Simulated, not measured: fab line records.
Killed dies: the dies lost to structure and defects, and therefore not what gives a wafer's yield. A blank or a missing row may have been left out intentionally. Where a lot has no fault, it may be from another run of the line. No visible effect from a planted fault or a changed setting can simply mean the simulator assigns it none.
fab line records + flow nand_harc
record:
- lots: 7
- wafers: 21
- last_day: 24
route steps=1159 shown A_STAIRCASE@596
lots that met no fault: taken from a fault-free run of the same line
start_h: hours from the record's opening day to when the first of the lot's shown wafers began + wait_h: hours from the lot's prior step to this one + " identical to the entry in the row above + L1.1+2: a row that stands for several wafers + - no value, or no start was given + * or withheld: withheld + < > ~ a bound
route shown NAME@n: names a module that has steps shown in the file, with the first one's number in the route + usual: mean/standard deviation of fault-free wafers + same: alike in all rows + chamber/n: place in a boat + sites: per-site readings + _std_site: standard deviation of those values + _edge_site: inner sites' mean taken away from outer sites' mean + radius_mm: for every site, how far away it sits from the centre of the wafer + mask NAME#n: copy n + behind: tool/chamber where the wafer was last shaped + hold: reason for holding the lot/hours on hold/outcome of the hold + device: the transistor (n, p or np) that didn't switch + end of line: the same wafers' tests at the end of the route + a step given without rows: its recipe and nothing more + killed: at the first sort, the dies lost to defects and structure; wafer yield is something else + map: the dies of a wafer, with x for killed, . for not killed, _ for no die there
set.NAME: the setting the step ran with; set.NAME@STEP: the setting that earlier step ran with + model.NAME: the simulator's own value behind a step, which no gauge read
a table for each step, a row for each wafer; lots at some steps of the route
services: a tool's chamber out of use, with start hour (start_h, from the record's first day; less than 0 if before it), hours out, and reason
== steps ==
step: NHARC_A_STAIRCASE_TRIM_202
recipe:
- time_s: 211.2
- o2_flow_sccm: 500
- ar_flow_sccm: 0
- bias_w: 0
- chemistry: O2
usual:
- chamber_pressure_mTorr: 60.00/0.055
- drypump_motor_current_A: 5.7/0.46
- mfc_ar_sccm: 0.010/0.01
- oes_product_au: 0.995/0.014
- rf_vpp_V: 57.6/0.88
- showerhead_plenum_p_Torr: 3.46/0.16
- throttle_valve_pct: 17.037/0.0095
same:
- time_s: 211.2
| lot.wafer | tool        | chamber | start_h | wait_h | chamber_pressure_mTorr | drypump_motor_current_A | mfc_ar_sccm | oes_product_au | rf_hours_counter_h | rf_vpp_V | showerhead_plenum_p_Torr | throttle_valve_pct |
|-----------|-------------|---------|---------|--------|------------------------|-------------------------|-------------|----------------|--------------------|----------|--------------------------|--------------------|
| L796.3    | rie_diel-02 | 1       | -       | -      | 60.00                  | 6.3                     | 0.007       | 1.006          | 46                 | 57.0     | 3.38                     | 17.040             |
| L796.1    | "           | 2       | "       | "      | 59.87                  | 5.8                     | 0           | 0.989          | 43                 | 57.0     | 3.27                     | 17.053             |
| L796.4    | "           | 3       | "       | "      | 60.00                  | 5.2                     | 0.013       | 1.011          | 43                 | 56.7     | 3.33                     | 17.033             |
| L797.2    | rie_diel-02 | 2       | -       | -      | 60.00                  | 5.8                     | 0           | 0.969          | 47                 | 56.8     | 3.27                     | 17.033             |
| L797.1    | "           | 1       | "       | "      | 59.95                  | 6.3                     | 0.007       | 0.995          | 51                 | 57.5     | 3.37                     | 17.028             |
| L797.6    | "           | 2       | "       | "      | 60.03                  | 5.9                     | 0           | 0.965          | -                  | 58.5     | 3.27                     | 17.048             |
| L799.1    | rie_diel-02 | 2       | -       | -      | 60.04                  | 5.8                     | 0           | 0.965          | 48                 | 57.0     | 3.27                     | 17.052             |
| L799.4    | "           | 3       | "       | "      | 60.11                  | 5.2                     | 0.013       | 1.002          | 48                 | 58.3     | 3.33                     | 17.041             |
| L799.5    | "           | 1       | "       | "      | 59.96                  | 6.3                     | 0.007       | 0.984          | -                  | 57.6     | 3.37                     | 17.041             |
| L800.2    | rie_diel-02 | 2       | -       | -      | 59.97                  | 5.9                     | 0           | 0.970          | 52                 | 58.5     | 3.27                     | 17.038             |
| L800.1    | "           | 3       | "       | "      | 60.02                  | 5.2                     | 0.013       | 1.007          | 52                 | 57.1     | 3.33                     | 17.033             |
| L800.5    | "           | 1       | "       | "      | 60.07                  | 6.3                     | 0.007       | 0.983          | -                  | 57.8     | 3.37                     | 17.035             |
| L806.1    | rie_diel-04 | 0       | -       | -      | 60.05                  | 5.0                     | 0.011       | 0.995          | 17                 | 57.0     | 3.69                     | 17.040             |
| L806.3    | "           | 1       | "       | "      | 59.97                  | 6.0                     | 0.026       | 1.011          | 18                 | 56.8     | 3.56                     | 17.033             |
| L806.5    | "           | 0       | "       | "      | 59.99                  | 5.0                     | 0.011       | 0.999          | -                  | 59.2     | 3.69                     | 17.031             |
| L808.4    | rie_diel-04 | 0       | -       | -      | 60.08                  | 5.0                     | 0.011       | 1.008          | 26                 | 57.5     | 3.69                     | 17.033             |
| L808.1    | "           | 1       | "       | "      | 59.95                  | 6.0                     | 0.026       | 1.020          | 26                 | 57.7     | 3.56                     | 17.038             |
| L808.6    | "           | 1       | "       | "      | 59.94                  | 5.9                     | 0.026       | 1.015          | -                  | 58.9     | 3.56                     | 17.028             |
| L812.1    | rie_diel-01 | 0       | -       | -      | 59.98                  | 5.8                     | 0           | 0.992          | 21                 | 58.3     | 3.60                     | 17.041             |
| L812.3    | "           | 1       | "       | "      | 59.99                  | 5.3                     | 0.019       | 0.998          | 19                 | 59.1     | 3.76                     | 17.033             |
| L812.4    | "           | 2       | "       | "      | 59.93                  | 6.2                     | 0           | 1.010          | 17                 | 58.1     | 3.58                     | 17.029             |
step: NHARC_A_STAIRCASE_ETCH_203
recipe:
- target_depth_a: 1000
- time_s: 40.5
- ion_energy_ev: 400
- c4f8_flow_sccm: 20
- o2_flow_sccm: 10
- ar_flow_sccm: withheld
- rf_w: 600
- bias_w: 1000
- chemistry: C4F8/O2
usual:
- chamber_pressure_mTorr: 25.000/0.022
- oes_product_au: 0.938/0.014
- rf_vpp_V: 894/5.9
same:
- time_s: 40.5
| lot.wafer | tool        | chamber | start_h | wait_h | chamber_pressure_mTorr | oes_product_au | rf_hours_counter_h | rf_vpp_V |
|-----------|-------------|---------|---------|--------|------------------------|----------------|--------------------|----------|
| L796.4    | rie_diel-02 | 3       | -       | -      | 24.985                 | 0.962          | 43                 | 887      |
| L796.3    | "           | 1       | "       | "      | 24.968                 | 0.945          | 46                 | 890      |
| L796.1    | "           | 2       | "       | "      | 24.985                 | 0.924          | 43                 | 886      |
| L797.2    | rie_diel-02 | 1       | -       | -      | 25.001                 | 0.919          | 52                 | 892      |
| L797.1    | "           | 3       | "       | "      | 25.016                 | 0.941          | 47                 | 890      |
| L797.6    | "           | 1       | "       | "      | 24.999                 | 0.915          | -                  | 890      |
| L799.4    | rie_diel-02 | 0       | -       | -      | 25.024                 | 0.932          | 52                 | 888      |
| L799.1    | "           | 1       | "       | "      | 25.005                 | 0.936          | 52                 | 889      |
| L799.5    | "           | 0       | "       | "      | 24.987                 | 0.928          | -                  | 888      |
| L800.1    | rie_diel-02 | 3       | -       | -      | 24.994                 | 0.930          | 52                 | 889      |
| L800.2    | "           | 0       | "       | "      | 24.988                 | 0.922          | 56                 | 887      |
| L800.5    | "           | 0       | "       | "      | 25.008                 | 0.908          | -                  | 887      |
| L806.3    | rie_diel-04 | 1       | -       | -      | 24.979                 | 0.957          | 18                 | 897      |
| L806.1    | "           | 2       | "       | "      | 25.033                 | 0.970          | 17                 | 893      |
| L806.5    | "           | 2       | "       | "      | 25.000                 | 0.971          | -                  | 894      |
| L808.4    | rie_diel-04 | 0       | -       | -      | 24.990                 | 0.937          | 26                 | 901      |
| L808.1    | "           | 2       | "       | "      | 25.064                 | 0.933          | 25                 | 893      |
| L808.6    | "           | 0       | "       | "      | 25.002                 | 0.925          | -                  | 900      |
| L812.4    | rie_diel-01 | 1       | -       | -      | 24.982                 | 0.947          | 19                 | 904      |
| L812.1    | "           | 3       | "       | "      | 24.980                 | 0.932          | 22                 | 888      |
| L812.3    | "           | 0       | "       | "      | 25.010                 | 0.927          | 21                 | 898      |
step: NHARC_A_STAIRCASE_STRIP_205
recipe:
- power_w: 1500
- temp_c: 250
- chemistry: O2
usual:
- drypump_motor_current_A: 5.5/0.32
- heater_power_w: 336/14
- temp_c: 250.02/0.18
| lot.wafer | tool            | chamber | start_h | wait_h | drypump_motor_current_A | heater_power_w | rf_hours_counter_h | temp_c |
|-----------|-----------------|---------|---------|--------|-------------------------|----------------|--------------------|--------|
| L796.1    | plasma_asher-02 | 1       | 280.37  | 0.4    | 5.1                     | 333            | 21                 | 249.93 |
| L796.4    | "               | 0       | "       | "      | 6.0                     | 351            | -                  | 250.24 |
| L796.3    | "               | 1       | "       | "      | 5.1                     | 345            | -                  | 250.03 |
| L797.1    | plasma_asher-02 | 1       | 296.85  | 0.1    | 5.1                     | 333            | 26                 | 249.99 |
| L797.2    | "               | 0       | "       | "      | 5.9                     | 346            | 26                 | 249.95 |
| L797.6    | "               | 1       | "       | "      | 5.1                     | 329            | -                  | 249.95 |
| L799.1    | plasma_asher-01 | 0       | 297.27  | 0.1    | 5.7                     | 358            | 4                  | 250.00 |
| L799.4    | "               | 0       | "       | "      | 5.7                     | 346            | -                  | 249.75 |
| L799.5    | "               | 1       | "       | "      | 5.3                     | 315            | -                  | 250.25 |
| L800.2    | plasma_asher-01 | 1       | 306.43  | 0.1    | 5.3                     | 325            | 5                  | 249.98 |
| L800.1    | "               | 0       | "       | "      | 5.7                     | 358            | 5                  | 250.37 |
| L800.5    | "               | 0       | "       | "      | 5.7                     | 355            | -                  | 250.07 |
| L806.1    | plasma_asher-02 | 1       | 338.42  | 0.1    | 5.1                     | 332            | 40                 | 249.84 |
| L806.3    | "               | 0       | "       | "      | 6.0                     | 344            | -                  | 250.18 |
| L806.5    | "               | 1       | "       | "      | 5.1                     | 330            | -                  | 250.05 |
| L808.1    | plasma_asher-02 | 0       | 354.95  | 0.1    | 6.0                     | 336            | 46                 | 250.24 |
| L808.4    | "               | 0       | "       | "      | 6.0                     | 348            | -                  | 249.96 |
| L808.6    | "               | 0       | "       | "      | 6.0                     | 338            | -                  | 250.37 |
| L812.1    | plasma_asher-01 | 0       | 374.50  | 0.1    | 5.7                     | 345            | 35                 | 250.04 |
| L812.4    | "               | 1       | "       | "      | 5.3                     | 317            | -                  | 249.91 |
| L812.3    | "               | 0       | "       | "      | 5.7                     | 349            | -                  | 249.87 |
step: NHARC_A_STAIRCASE_STRIP_206
recipe:
- time_s: 900
- temp_c: 130
- chemistry: SPM
step: NHARC_A_STAIRCASE_PRECLEAN_207
recipe:
- time_s: *
- temp_c: 50
- bath_age_min: 0
- chemistry: SC1
step: NHARC_A_STAIRCASE_SRD_208
step: NHARC_A_STAIRCASE_DEHYDRATE_209
recipe:
- temp_c: 150
- time_s: 120
step: NHARC_A_STAIRCASE_HMDS_210
recipe:
- time_s: 30
step: NHARC_A_STAIRCASE_COAT_211
recipe:
- spin_rpm: 1200
step: NHARC_A_STAIRCASE_SOFTBAKE_212
recipe:
- temp_c: 135
- time_s: 170
step: NHARC_A_STAIRCASE_EBR_213
step: NHARC_A_STAIRCASE_EXPOSE_214
recipe:
- na: 0.5
- dose_mj: 31.26
- mask_id: STAIR_3
usual:
- exposure_dose_mJ_cm2: 31.26/0.036
- focus_offset_nm: -0.1/0.59
| lot.wafer | tool           | chamber | start_h | wait_h | mask      | exposure_dose_mJ_cm2 | focus_offset_nm |
|-----------|----------------|---------|---------|--------|-----------|----------------------|-----------------|
| L796.1    | krf_scanner-03 | 0       | 281.45  | -      | STAIR_3#0 | 31.22                | -0.3            |
| L796.3    | "              | 0       | "       | "      | STAIR_3#0 | 31.27                | 0.3             |
| L796.4    | "              | 0       | "       | "      | STAIR_3#0 | 31.21                | 0.1             |
| L797.1    | krf_scanner-02 | -       | 297.99  | -      | STAIR_3#0 | -                    | -               |
| L797.2    | "              | -       | "       | "      | STAIR_3#0 | -                    | -               |
| L797.6    | "              | -       | "       | "      | STAIR_3#0 | -                    | -               |
| L799.1    | krf_scanner-03 | -       | 298.36  | -      | STAIR_3#0 | -                    | -               |
| L799.4    | "              | -       | "       | "      | STAIR_3#0 | -                    | -               |
| L799.5    | "              | -       | "       | "      | STAIR_3#0 | -                    | -               |
| L800.1    | krf_scanner-01 | -       | 307.58  | -      | STAIR_3#0 | -                    | -               |
| L800.2    | "              | -       | "       | "      | STAIR_3#0 | -                    | -               |
| L800.5    | "              | -       | "       | "      | STAIR_3#0 | -                    | -               |
| L806.1    | krf_scanner-01 | 0       | 339.55  | -      | STAIR_3#0 | 31.27                | -0.2            |
| L806.3    | "              | 0       | "       | "      | STAIR_3#0 | 31.27                | 0.9             |
| L806.5    | "              | 0       | "       | "      | STAIR_3#0 | 31.25                | 0.8             |
| L808.1    | krf_scanner-02 | 0       | 356.05  | -      | STAIR_3#0 | 31.28                | 0.5             |
| L808.4    | "              | 0       | "       | "      | STAIR_3#0 | 31.29                | -0.3            |
| L808.6    | "              | 0       | "       | "      | STAIR_3#0 | 31.35                | -0.4            |
| L812.1    | krf_scanner-01 | 0       | 375.46  | -      | STAIR_3#0 | 31.24                | -0.5            |
| L812.3    | "              | 0       | "       | "      | STAIR_3#0 | 31.22                | -0.8            |
| L812.4    | "              | 0       | "       | "      | STAIR_3#0 | 31.27                | 0.1             |
step: NHARC_A_STAIRCASE_PEB_215
recipe:
- peb_temp_c: 115
- peb_time_s: 130
== services ==
| tool            | chamber | start_h | hours | kind   |
|-----------------|---------|---------|-------|--------|
| krf_scanner-01  | -       | 256.00  | 4.0   | pm     |
| rie_diel-02     | 0       | 257.81  | -     | clean  |
| rie_diel-02     | 1       | 257.81  | -     | clean  |
| rie_diel-02     | 2       | 257.81  | -     | clean  |
| rie_diel-02     | 3       | 257.81  | -     | clean  |
| rie_diel-01     | 2       | 263.02  | 6.3   | repair |
| krf_scanner-01  | -       | 263.85  | 0.5   | repair |
| rie_diel-01     | 3       | 272.30  | 2.7   | repair |
| plasma_asher-01 | -       | 276.00  | 9.0   | pm     |
| krf_scanner-01  | -       | 276.69  | 0.8   | repair |
| rie_diel-02     | 0       | 282.33  | -     | clean  |
| rie_diel-02     | 1       | 282.33  | -     | clean  |
| rie_diel-02     | 2       | 282.33  | -     | clean  |
| rie_diel-02     | 3       | 282.33  | -     | clean  |
| rie_diel-04     | -       | 288.97  | 9.0   | pm     |
| rie_diel-02     | 0       | 310.33  | 8.5   | repair |
| krf_scanner-02  | -       | 314.30  | 1.0   | repair |
| rie_diel-01     | -       | 314.81  | 9.0   | pm     |
| rie_diel-01     | 2       | 323.83  | 8.6   | repair |
| rie_diel-02     | -       | 327.70  | 9.0   | pm     |
| krf_scanner-03  | -       | 340.00  | 4.0   | pm     |
| plasma_asher-01 | -       | 352.61  | 1.2   | repair |
| rie_diel-02     | 3       | 355.46  | 16.0  | repair |
| plasma_asher-02 | -       | 360.22  | 9.0   | pm     |
== key ==
first_sign:
- step: NHARC_A_STAIRCASE_EXPOSE_214
- reading: tool_record
- direction: missing
effect none on later readings
met_at NHARC_A_STAIRCASE_EXPOSE_214
struck_wafers L797.1,L797.2,L797.6,L799.1,L799.4,L799.5,L800.1,L800.2,L800.5
later_rows_left_out L797.1,L797.2,L797.6,L799.1,L799.4,L799.5,L800.1,L800.2,L800.5
sort_left_out L797.1,L797.2,L797.6,L799.1,L799.4,L799.5,L800.1,L800.2,L800.5
tester_left_out L797,L799,L800
onset_between 281.45 297.99
fault:
- kind: skipped_step_whole
- tool: krf_scanner-01,krf_scanner-02,krf_scanner-03
- chamber: -
- onset_h: 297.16
- steps: NHARC_A_STAIRCASE_EXPOSE_214
- scope: struck_lots_only
tester_left_out: of these lots the tester's yield and bins aren't shown, on N5 and GAA mostly nor the transistor test; their killed dies are dies lost to structure and defects alone, not to doping, threshold or leakage, so they don't give the yield
sort_left_out: the simulated sort isn't trusted on such a fault, so these wafers' sort isn't shown, and their yield isn't known
later_rows_left_out: the simulator's readings of these wafers behind a module that went badly wrong aren't trusted and aren't shown, but for the sort
